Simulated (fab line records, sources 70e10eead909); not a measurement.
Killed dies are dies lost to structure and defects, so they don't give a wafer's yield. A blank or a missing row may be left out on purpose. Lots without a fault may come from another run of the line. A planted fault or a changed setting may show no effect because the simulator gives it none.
Which tool did it? | flow nand_harc | 14 lots, 42 wafers sampled, at 5 steps of a route of 1302

WHAT THE GAUGES READ, wafer by wafer
NHARC_A_CHANNEL_HOLE_D1_CD_MEAS_30. Usual: cd_nm 90.1 nm, standard deviation 0.88.
lot  | measured     | on        | cd_nm (nm)     | flag
L279 | day 9 02:35  | cd_sem-01 | 90.9 90.7 90.1 |
L281 | day 9 20:32  | cd_sem-02 | 90.4 89.6 90.1 |
L282 | day 10 09:44 | cd_sem-03 | 88.6 88.5 88.9 |
L289 | day 13 04:16 | cd_sem-03 | 91.1 90.6 90.1 |
L291 | day 13 11:46 | cd_sem-03 | 90.6 90.5 89.4 |
L290 | day 13 12:44 | cd_sem-03 | 91.1 88.7 88.5 |
L293 | day 14 18:29 | cd_sem-02 | 91.7 91.1 90.9 |
L294 | day 14 22:47 | cd_sem-01 | 89.4 88.6 88.9 |
L296 | day 15 17:01 | cd_sem-02 | 90.4 90.3 90.6 |
L297 | day 16 05:11 | cd_sem-01 | 90.8 90.4 90.5 |
L298 | day 16 10:36 | cd_sem-01 | 90.1 90.6 90.7 |
L299 | day 17 11:13 | cd_sem-02 | 91.6 89.4 90.8 |
L300 | day 17 15:51 | cd_sem-03 | 89.7 91.7 90.9 |
L302 | day 18 16:08 | cd_sem-02 | 90.4 89.2 89.2 |

NHARC_A_ONON_D2_THK_MEAS_02: measures by ellipsometry. Usual: thk_nm 997 nm, standard deviation 7.8.
lot  | measured     | on            | thk_nm (nm)    | flag
L279 | day 12 17:57 | film_metro-02 | 1002 1000 1001 |
L281 | day 13 15:17 | film_metro-01 | 988 987 988    |
L282 | day 13 22:32 | film_metro-02 | 1004 1004 1004 |
L289 | day 16 21:02 | film_metro-01 | 880 983 982    | OFF
L291 | day 16 23:57 | film_metro-01 | 990 988 988    |
L290 | day 17 00:01 | film_metro-01 | 892 999 995    | OFF
L293 | day 18 09:10 | film_metro-01 | 1004 1002 1003 |
L294 | day 18 09:11 | film_metro-02 | 982 981 982    |
L296 | day 19 19:03 | film_metro-01 | 1012 1015 1014 |
L297 | day 19 17:44 | film_metro-01 | 998 997 1000   |
L298 | day 20 00:32 | film_metro-02 | 1004 1006 1006 |
L299 | day 20 20:36 | film_metro-02 | 990 989 990    |
L300 | day 21 08:43 | film_metro-02 | 1000 1001 999  |
L302 | day 22 05:35 | film_metro-01 | 1004 1003 1003 |

NHARC_A_ONON_D2_INSPECT_32. Usual: raw_defect_count 423, standard deviation 170.
lot  | measured     | on                | raw_defect_count | flag
L279 | day 13 06:48 | defect_inspect-01 | 293 172 267      |
L281 | day 14 04:40 | defect_inspect-02 | 197 300 229      |
L282 | day 14 11:20 | defect_inspect-01 | 418 257 304      |
L289 | day 17 13:44 | defect_inspect-01 | 446 311 418      |
L291 | day 17 13:43 | defect_inspect-02 | 544 496 436      |
L290 | day 17 13:49 | defect_inspect-02 | 482 621 569      |
L293 | day 18 22:51 | defect_inspect-02 | 383 501 347      |
L294 | day 18 22:52 | defect_inspect-02 | 290 397 656      |
L296 | day 20 06:31 | defect_inspect-01 | 234 240 205      |
L297 | day 20 06:33 | defect_inspect-02 | 370 450 362      |
L298 | day 20 14:19 | defect_inspect-02 | 601 343 364      |
L299 | day 21 09:25 | defect_inspect-02 | 363 375 305      |
L300 | day 21 21:12 | defect_inspect-01 | 433 297 405      |
L302 | day 22 19:02 | defect_inspect-01 | 332 368 239      |

WHICH TOOL RAN EACH LOT (tool, then ch and the chambers of the sampled wafers, then the start)
lot  | NHARC_A_CHANNEL_HOLE_D1_ETCH_19  | NHARC_A_ONON_D2_DEP_00
L279 | har_etch-02 ch 0,1, day 8 21:04  | pecvd_onon-04 ch 0, day 12 17:27
L281 | har_etch-01 ch 0,1, day 9 14:49  | pecvd_onon-03 ch 0, day 13 14:51
L282 | har_etch-01 ch 0,1, day 10 04:13 | pecvd_onon-01 ch 0, day 13 22:02
L289 | har_etch-02 ch 0,1, day 12 22:46 | pecvd_onon-03 ch 0, day 16 20:35
L291 | har_etch-01 ch 0,1, day 13 06:14 | pecvd_onon-01 ch 0, day 16 23:26
L290 | har_etch-02 ch 0,1, day 13 06:45 | pecvd_onon-03 ch 0, day 16 23:31
L293 | har_etch-01 ch 0,1, day 14 12:58 | pecvd_onon-01 ch 0, day 18 08:40
L294 | har_etch-01 ch 0,1, day 14 17:10 | pecvd_onon-04 ch 0, day 18 08:47
L296 | har_etch-01 ch 0,1, day 15 11:29 | pecvd_onon-04 ch 0, day 19 18:32
L297 | har_etch-01 ch 0,1, day 15 23:38 | pecvd_onon-01 ch 0, day 19 17:14
L298 | har_etch-01 ch 0,1, day 16 05:06 | pecvd_onon-04 ch 0, day 20 00:05
L299 | har_etch-01 ch 0,1, day 17 05:43 | pecvd_onon-01 ch 0, day 20 20:13
L300 | har_etch-01 ch 0,1, day 17 09:51 | pecvd_onon-03 ch 0, day 21 08:13
L302 | har_etch-02 ch 0,1, day 18 10:35 | pecvd_onon-01 ch 0, day 22 05:05
- NHARC_A_CHANNEL_HOLE_D1_ETCH_19: etches the open film in C4F8/O2/Ar, time 34.5 s.
- NHARC_A_ONON_D2_DEP_00: target thk 1000 nm.

WHAT THE TOOLS THEMSELVES READ (means of the sampled wafers that have a number; where no wafer has one, the mark that the record gives instead)
NHARC_A_CHANNEL_HOLE_D1_ETCH_19. Usual: drypump_motor_current_A 6.0 A, standard deviation 0.63; showerhead_plenum_p_Torr 3.73 Torr, standard deviation 0.064; throttle_valve_pct 37.037 %, standard deviation 0.0097.
lot  | tool        | drypump_motor_current_A (A) | showerhead_plenum_p_Torr (Torr) | throttle_valve_pct (%) | flag
L279 | har_etch-02 | 5.9                         | 3.77                            | 37.036                 |
L281 | har_etch-01 | 6.3                         | 3.76                            | 37.033                 |
L282 | har_etch-01 | 6.5                         | 3.76                            | 37.031                 |
L289 | har_etch-02 | 5.5                         | 3.69                            | 37.040                 |
L291 | har_etch-01 | 6.3                         | 3.73                            | 37.040                 |
L290 | har_etch-02 | 5.9                         | 3.74                            | 37.033                 |
L293 | har_etch-01 | 6.3                         | 3.72                            | 37.037                 |
L294 | har_etch-01 | 6.3                         | 3.72                            | 37.037                 |
L296 | har_etch-01 | 6.3                         | 3.72                            | 37.039                 |
L297 | har_etch-01 | 6.5                         | 3.71                            | 37.034                 |
L298 | har_etch-01 | 6.5                         | 3.71                            | 37.033                 |
L299 | har_etch-01 | 6.4                         | 3.70                            | 37.043                 |
L300 | har_etch-01 | 6.3                         | 3.70                            | 37.036                 |
L302 | har_etch-02 | 5.4                         | 3.90                            | 37.041                 |

THE ANSWER, worked out from the rows above alone
Rule: a lot is off if the mean of its wafers that have a number lies more than 3 standard deviations from the usual mean. A lot without any number at a reading at which 4 lots or more have one is off too. The other lots that the step has rows for count as sound. The gauges are gone through in route order, then the tools' own readings, and for those a lot's mean is taken as printed above. The first step at which some lot is off is used, and at that step the reading that is off furthest; a lot without a number counts as furthest.
Off: L289, L290, at NHARC_A_ONON_D2_THK_MEAS_02 (thk_nm).
A tool fits if, at a process step before that reading, it ran every lot that is off, and no sound lot after the first of them. The gauges at NHARC_A_ONON_D2_THK_MEAS_02 are tried like those tools. None of those tried fits.

WHAT THE SIMULATOR HAD PUT IN
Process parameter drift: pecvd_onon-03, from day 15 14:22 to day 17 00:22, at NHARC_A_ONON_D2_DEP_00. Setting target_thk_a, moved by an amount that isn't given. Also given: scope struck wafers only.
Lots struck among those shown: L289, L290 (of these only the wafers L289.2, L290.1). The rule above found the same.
